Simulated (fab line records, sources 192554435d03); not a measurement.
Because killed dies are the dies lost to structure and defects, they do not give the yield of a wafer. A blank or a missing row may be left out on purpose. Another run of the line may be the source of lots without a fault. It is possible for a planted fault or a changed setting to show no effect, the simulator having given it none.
fab line records	flow n5-finfet
record: lots: 7	wafers: 18	last-day: 17
route steps=1938 shown PASSIVATION@1898
lots with no fault: from the same line, run without faults
start-h: hours from the record's opening day to when the first of the lot's shown wafers began	wait-h: how many hours have passed since the lot's step before this one	" the same as in the row above	L1.1+2: a single row standing in for several wafers	- no value, or no start given	* or withheld: withheld	< > ~ a bound
route shown NAME@n: a module of which the file shows steps, and the number in the route of the first	usual: mean and standard deviation over wafers with no fault	same: alike in all rows	chamber/n: place in a boat	sites: per-site readings	_std_site: the standard deviation of these	_edge_site: mean of outer sites minus mean of inner sites	radius-mm: for every site, how far away it sits from the centre of the wafer	mask NAME#n: copy n	behind: the last tool/chamber to shape the wafer	hold: the reason the lot was held/the length of the hold in hours/how it ended	device: whichever transistor did not switch (one of n, p or np)	end of line: tests run on the same wafers once the route is complete	a step with no rows: only its recipe	killed: count of dies lost to structure and defects at first sort (not the wafer's yield)	map: per-die view of a wafer (x killed, . not killed, _ where there is no die)
set.NAME: setting as actually run; set.NAME@STEP: the setting as run at that earlier step	model.NAME: the simulator's own value behind a step, which no gauge read
lots seen at some steps along the route; tables by step, rows by wafer
services: the hour from which a tool's chamber was out of use, counted from the record's first day as start-h (under 0 if before that day), plus the number of hours and why
== steps ==
step: N5_PASSIVATION_COAT_24
recipe: spin-rpm: 3000	resist-thk-nm: withheld
step: N5_PASSIVATION_EBR_26
recipe: solvent: PGMEA	ebr-width-mm: 1.5
step: N5_PASSIVATION_SOFTBAKE_25
recipe: temp-c: 100	time-s: 90
step: N5_PASSIVATION_EXPOSE_27
recipe: mask-id: PAD	na: 0.55	source-shape: conventional	sigma-outer: 0.8	polarization: unpolarized	defocus-nm: 0	dose-mj: 32.3
step: N5_PASSIVATION_PEB_28
recipe: peb-temp-c: withheld	peb-time-s: *
step: N5_PASSIVATION_DEVELOP_29
recipe: develop-time-s: 60	rinse-liquid: diw	dry: air-spin	dev-temp-c: 21
step: N5_PASSIVATION_HARDBAKE_31
recipe: temp-c: 130	time-s: 120
step: N5_PASSIVATION_CD_MEAS_30
recipe: target-cd-nm: 4000	landing-energy-ev: 500	detector: se-inlens	polarity: opening
usual: cd-nm: 3999.5/1.6
lot.wafer	tool	chamber	start-h	wait-h	cd-nm
L593.3	cd-sem-02	0	277.88	-	3997.3
L593.5	"	0	"	"	3998.0
L593.6	"	0	"	"	3998.7
L599.3	cd-sem-03	0	308.89	-	3998.4
L599.4	"	0	"	"	3999.5
L600.4	cd-sem-01	0	321.28	-	3998.3
L600.6	"	0	"	"	4000.8
L603.3	cd-sem-02	0	331.74	-	3996.0
L603.4	"	0	"	"	3996.7
L610.3	cd-sem-02	0	387.39	-	4000.1
L610.5	"	0	"	"	3999.1
L610.6	"	0	"	"	4000.4
L614.1	cd-sem-02	0	408.15	-	3998.8
L614.2	"	0	"	"	3997.7
L614.6	"	0	"	"	3998.5
L612.2	cd-sem-02	0	408.49	-	4001.5
L612.3	"	0	"	"	4000.0
L612.5	"	0	"	"	4001.1
step: N5_PASSIVATION_OVL_MEAS_63
recipe: points-per-wafer: 44
usual: PAD_OVL: 1/5.8
lot.wafer	tool	chamber	start-h	wait-h	PAD_OVL[nm]
L593.3	overlay-01	0	277.91	0.0	-12
L593.5	"	0	"	"	-8
L593.6	"	0	"	"	3
L599.3	overlay-02	0	308.91	0.0	11
L599.4	"	0	"	"	5
L600.4	overlay-02	0	321.31	0.0	8
L600.6	"	0	"	"	6
L603.3	overlay-02	0	331.77	0.0	-4
L603.4	"	0	"	"	-8
L610.3	overlay-02	0	387.42	0.0	4
L610.5	"	0	"	"	13
L610.6	"	0	"	"	1
L614.1	overlay-01	0	408.18	0.0	5
L614.2	"	0	"	"	10
L614.6	"	0	"	"	6
L612.2	overlay-02	0	408.52	0.0	0
L612.3	"	0	"	"	-3
L612.5	"	0	"	"	2
step: N5_PASSIVATION_INSPECT_64
recipe: mode: adi	inspect-instrument: macro
usual: raw-defect-count: 1.9/1.4
lot.wafer	tool	chamber	start-h	wait-h	raw-defect-count
L593.3	defect-inspect-01	-	277.93	0.0	3
L593.5	"	-	"	"	2
L593.6	"	-	"	"	0
L599.3	defect-inspect-01	-	308.94	0.0	2
L599.4	"	-	"	"	1
L600.4	defect-inspect-01	-	321.34	0.0	1
L600.6	"	-	"	"	2
L603.3	defect-inspect-01	-	331.79	0.0	1
L603.4	"	-	"	"	2
L610.3	defect-inspect-02	-	387.44	0.0	1
L610.5	"	-	"	"	2
L610.6	"	-	"	"	7
L614.1	defect-inspect-02	-	408.21	0.0	1
L614.2	"	-	"	"	1
L614.6	"	-	"	"	2
L612.2	defect-inspect-01	-	408.55	0.0	0
L612.3	"	-	"	"	1
L612.5	"	-	"	"	2
step: N5_PASSIVATION_DESCUM_32
recipe: chemistry: O2	time-s: 7.9	source-power-w: 50	bias-power-w: 20	pressure-mtorr: 20	rf-frequency-hz: 2.712e+07	temp-c: 40	o2-flow-sccm: 225
usual: bias-power-w: 20.01/0.063	drypump-motor-current-A: 5.6/0.5	oes-product-au: 0.81/0.082	rf-vpp-V: 243.1/1.3	showerhead-plenum-p-Torr: 2.09/0.064	throttle-valve-pct: 20.40/0.23
lot.wafer	tool	chamber	start-h	wait-h	bias-power-w	drypump-motor-current-A	oes-product-au	rf-hours-counter-h	rf-vpp-V	showerhead-plenum-p-Torr	throttle-valve-pct
L593.3	rie-diel-01	0	277.96	0.0	19.97	5.3	0.89	45	242.3	2.14	20.68
L593.5	"	3	"	"	20.06	5.8	0.85	-	243.9	2.13	20.41
L593.6	"	2	"	"	20.08	5.5	0.69	-	242.5	2.07	20.30
L599.3	rie-diel-01	0	308.97	0.0	19.95	5.3	0.86	55	243.6	2.13	20.68
L599.4	"	3	"	"	20.12	5.8	0.83	78	244.6	2.13	20.42
L600.4	rie-diel-01	0	321.38	0.0	19.92	5.4	0.86	60	243.9	2.13	20.70
L600.6	"	1	"	"	19.92	4.9	0.83	-	242.1	2.02	20.13
L603.3	rie-diel-01	3	331.82	0.0	20.07	5.8	0.83	86	243.6	2.12	20.45
L603.4	"	0	"	"	20.05	5.4	0.86	64	244.2	2.13	20.72
L610.3	rie-diel-06	3	387.54	0.1	20.11	6.8	0.69	250	243.1	2.15	20.70
L610.5	"	1	"	"	20.01	5.3	0.87	-	243.8	2.04	20.04
L610.6	"	0	"	"	20.03	5.5	0.69	-	244.6	2.15	20.69
L614.1	rie-diel-04	2	408.36	0.2	20.07	6.5	0.79	98	244.8	2.19	20.44
L614.2	"	0	"	"	20.00	5.6	0.83	73	241.9	2.04	20.65
L614.6	"	1	"	"	19.92	5.6	0.85	-	242.5	2.04	20.14
L612.2	rie-diel-04	0	409.07	0.5	20.06	5.6	0.83	74	242.2	2.04	20.62
L612.3	"	3	"	"	20.03	5.6	0.94	8	245.3	2.23	19.89
L612.5	"	1	"	"	19.92	5.6	0.86	-	242.6	2.04	20.16
step: N5_PASSIVATION_AL_ETCH_33
recipe: chemistry: Cl2/BCl3	target-depth-a: 28000	over-etch-frac: 0.15	Cl2_flow_sccm: 180	bcl3-flow-sccm: 60	target: Al	stop-on: TaN	time-s: 466.7	ion-energy-ev: 100	pressure-mtorr: 10	icp-w: 900	bias-w: 100
usual: drypump-motor-current-A: 5.46/0.16	oes-product-au: 0.71/0.083	throttle-valve-pct: 34.38/0.18
lot.wafer	tool	chamber	start-h	wait-h	drypump-motor-current-A	oes-product-au	rf-hours-counter-h	throttle-valve-pct
L593.3	rie-metal-03	1	278.18	0.2	5.45	0.79	-	34.31
L593.5	"	0	"	"	5.40	0.62	-	34.58
L593.6	"	1	"	"	5.43	0.80	-	34.32
L599.3	rie-metal-03	0	309.19	0.2	5.41	0.62	-	34.56
L599.4	"	1	"	"	5.41	0.79	-	34.28
L600.4	rie-metal-03	0	321.87	0.5	5.38	0.61	-	34.57
L600.6	"	0	"	"	5.37	0.62	-	34.55
L603.3	rie-metal-03	0	332.04	0.2	5.38	0.61	-	34.56
L603.4	"	1	"	"	5.42	0.79	-	34.25
L610.3	rie-metal-03	0	387.76	0.2	5.40	0.61	-	34.56
L610.5	"	0	"	"	5.38	0.60	-	34.54
L610.6	"	1	"	"	5.44	0.76	-	34.27
L614.1	rie-metal-02	0	408.45	0.1	5.33	0.79	17	34.08
L614.2	"	1	"	"	5.74	0.69	49	34.52
L614.6	"	1	"	"	5.79	0.69	-	34.52
L612.2	rie-metal-02	1	409.16	0.1	5.86	0.69	50	34.53
L612.3	"	0	"	"	5.30	0.80	-	34.05
L612.5	"	1	"	"	5.79	0.69	-	34.51
step: N5_PASSIVATION_ETCH_59
recipe: chemistry: Cl2/BCl3	target: TaN	target-depth-a: 650	time-s: 34.9	ion-energy-ev: 100	pressure-mtorr: 10	icp-w: 900	bias-w: 100	Cl2_flow_sccm: 60	bcl3-flow-sccm: 30
usual: drypump-motor-current-A: 5.45/0.16	oes-product-au: 0.79/0.093	throttle-valve-pct: 21.16/0.21
lot.wafer	tool	chamber	start-h	wait-h	drypump-motor-current-A	oes-product-au	rf-hours-counter-h	throttle-valve-pct	model.etch.depth-nm
L593.3	rie-metal-03	1	278.48	0.2	5.40	0.91	-	20.96	67.21
L593.5	"	0	"	"	5.39	0.70	-	21.40	65.21
L593.6	"	1	"	"	5.44	0.91	-	20.96	67.29
L599.3	rie-metal-03	0	309.49	0.2	5.40	0.69	-	21.39	60.58
L599.4	"	1	"	"	5.41	0.89	-	20.95	66.77
L600.4	rie-metal-03	0	322.37	0.4	5.40	0.68	-	21.40	65.67
L600.6	"	0	"	"	5.38	0.69	-	21.38	61.03
L603.3	rie-metal-03	0	332.34	0.2	5.39	0.69	-	21.38	61.17
L603.4	"	1	"	"	5.44	0.88	-	20.98	66.56
L610.3	rie-metal-03	0	388.06	0.2	5.40	0.67	-	21.40	65.76
L610.5	"	0	"	"	5.38	0.67	-	21.40	65.56
L610.6	"	1	"	"	5.45	0.86	-	20.98	65.99
L614.1	rie-metal-02	0	408.85	0.3	5.28	0.88	17	20.82	64.93
L614.2	"	1	"	"	5.80	0.76	50	21.37	64.64
L614.6	"	1	"	"	5.77	0.77	-	21.35	64.87
L612.2	rie-metal-02	1	409.56	0.3	5.80	0.77	50	21.32	66.18
L612.3	"	0	"	"	5.30	0.89	-	20.81	66.38
L612.5	"	1	"	"	5.85	0.78	-	21.32	66.56
step: N5_PASSIVATION_STRIP_34
recipe: chemistry: O2	power-w: 600	temp-c: 60	pressure-mtorr: 30	rf-frequency-hz: 6e+07	bias-power-w: 0	overash-fraction: 2	o2-flow-sccm: 225
usual: drypump-motor-current-A: 5.7/0.53	oes-product-au: 0.80/0.087	rf-vpp-V: 3.6/1.4	showerhead-plenum-p-Torr: 2.10/0.068	throttle-valve-pct: 16.66/0.22
same: bias-power-w: 0
lot.wafer	tool	chamber	start-h	wait-h	drypump-motor-current-A	oes-product-au	rf-hours-counter-h	rf-vpp-V	showerhead-plenum-p-Torr	throttle-valve-pct
L593.3	rie-diel-06	0	278.59	0.1	5.5	0.72	-	3.4	2.17	16.84
L593.5	"	0	"	"	5.5	0.72	-	1.2	2.17	16.85
L593.6	"	3	"	"	6.8	0.71	-	5.5	2.17	16.89
L599.3	rie-diel-06	0	309.58	0.1	5.5	0.71	194	3.5	2.17	16.92
L599.4	"	2	"	"	5.3	0.88	-	3.3	2.04	16.49
L600.4	rie-diel-01	1	322.58	0.2	4.9	0.83	75	3.8	2.03	16.37
L600.6	"	0	"	"	5.3	0.87	-	3.3	2.14	16.87
L603.3	rie-diel-01	2	332.43	0.1	5.5	0.68	232	3.2	2.06	16.66
L603.4	"	3	"	"	5.8	0.81	86	4.1	2.13	16.69
L610.3	rie-diel-06	1	388.17	0.1	5.4	0.88	26	1.8	2.04	16.28
L610.5	"	3	"	"	6.8	0.69	-	3.2	2.15	16.94
L610.6	"	0	"	"	5.5	0.69	-	4.3	2.16	16.92
L614.1	rie-diel-01	1	409.04	0.2	4.9	0.80	107	2.2	2.02	16.45
L614.2	"	2	"	"	5.5	1.00	2	3.4	2.06	16.23
L614.6	"	0	"	"	5.3	0.81	-	3.1	2.12	17.00
L612.2	rie-diel-04	2	409.68	0.1	6.5	0.80	99	2.1	2.20	16.71
L612.3	"	3	"	"	5.6	0.95	8	0.3	2.23	16.18
L612.5	"	0	"	"	5.6	0.83	-	2.9	2.04	16.83
step: N5_PASSIVATION_PROBE_49
usual: defect-limited-yield: 91.5/1.4	killed_at_M0_to_M3: 33/10	killed_at_M4_up: 13/5	killed-at-contacts: 13/5.6	killed-at-front-end: 38/12	killed-at-other: 3.9/2.7	killed-dies: 100/16	killed-on-rim: 13/4	killed-open: 66/13	killed-short: 32/7.2	sort_bin_5_function: 5.0/0.97	sort_bin_6_memory: 3.2/0.61	sort-n-pass: 1080/16	sort-yield-pct: 91.5/1.4
same: gross-dies: 1180	killed-at-back-side: 0	sort_bin_4_leakage[%]: 0	sort_bin_8_speed[%]: 0
lot.wafer	tool	chamber	start-h	wait-h	defect-limited-yield[%]	killed_at_M0_to_M3	killed_at_M4_up	killed-at-contacts	killed-at-front-end	killed-at-other	killed-dies	killed-on-rim	killed-open	killed-short	sort_bin_5_function[%]	sort_bin_6_memory[%]	sort-n-pass	sort-yield-pct[%]
L600.4	prober-01	-	329.98	0.2	89.8	39	15	10	48	8	120	14	78	41	6.9	3.1	1060	89.8
L600.6	prober-01	-	330.08	0.3	90.3	30	23	8	49	4	114	17	84	29	5.4	4.1	1066	90.3
killed by level:class
L600.4 STI_FIN_REVEAL:geometric-particle:open=19 BEOL_M0_SAQP:geometric-particle:short=10 BEOL_M0_SAQP:geometric-particle:open=9 MOL_CONTACT_COAG:geometric-particle:open=8 BEOL_M2:geometric-particle:open=7 BEOL_M4:geometric-particle:open=7 GATE_CUT:geometric-particle:short=6 BEOL_M0:geometric-particle:open=5
L600.6 STI_FIN_REVEAL:geometric-particle:open=18 BEOL_M4:geometric-particle:open=8 MOL_CONTACT_COAG:geometric-particle:open=7 FIN_SAQP:geometric-particle:open=6 BEOL_M0_SAQP:geometric-particle:short=6 STARTING-WAFER:geometric-particle:open=6 BEOL_M7:geometric-particle:open=6 BEOL_M0_SAQP:geometric-particle:open=5
== services ==
tool	chamber	start-h	hours	kind
rie-diel-04	0	265.68	8.2	repair
rie-diel-06	2	272.24	7.4	repair
rie-diel-04	1	282.28	-	clean
rie-diel-04	1	282.28	-	consumable-replace:focus-ring
rie-diel-04	1	282.28	15.7	scheduled-down
rie-diel-04	1	282.28	15.7	vent-cycle
rie-diel-06	1	298.26	-	clean
rie-diel-06	1	298.26	-	consumable-replace:focus-ring
rie-diel-06	1	298.26	15.7	scheduled-down
rie-diel-06	1	298.26	15.7	vent-cycle
rie-diel-04	2	302.97	9.8	repair
rie-metal-02	-	312.15	1.4	pm
rie-metal-03	1	318.88	3.7	repair
rie-diel-04	3	333.62	-	clean
rie-diel-04	3	365.39	33.5	repair
rie-metal-03	-	375.28	4.3	pm
rie-diel-01	3	375.61	9.6	repair
rie-diel-01	2	385.28	-	clean
rie-diel-01	2	385.28	-	consumable-replace:focus-ring
rie-diel-01	2	385.28	18.3	scheduled-down
rie-diel-01	2	385.28	18.3	vent-cycle
rie-diel-01	-	391.96	1.8	repair
rie-diel-06	3	397.41	15.8	repair
rie-diel-06	1	404.82	7.0	repair
== key ==
first-sign none at tools or gauges
model-effect: step: N5_PASSIVATION_ETCH_59	value: etch.depth-nm	without: 65.97	struck: 60.93
met-at N5_PASSIVATION_ETCH_59
struck-wafers L599.3,L600.6,L603.3
onset-between 278.48 309.49
fault: kind: process-parameter-drift	tool: rie-metal-03	chamber: -	onset-h: 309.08	steps: N5_PASSIVATION_ETCH_59	channel: time-s	offset: *	shape: step	end-h: 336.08	scope: struck-wafers-only	acts-in: *	stated: *
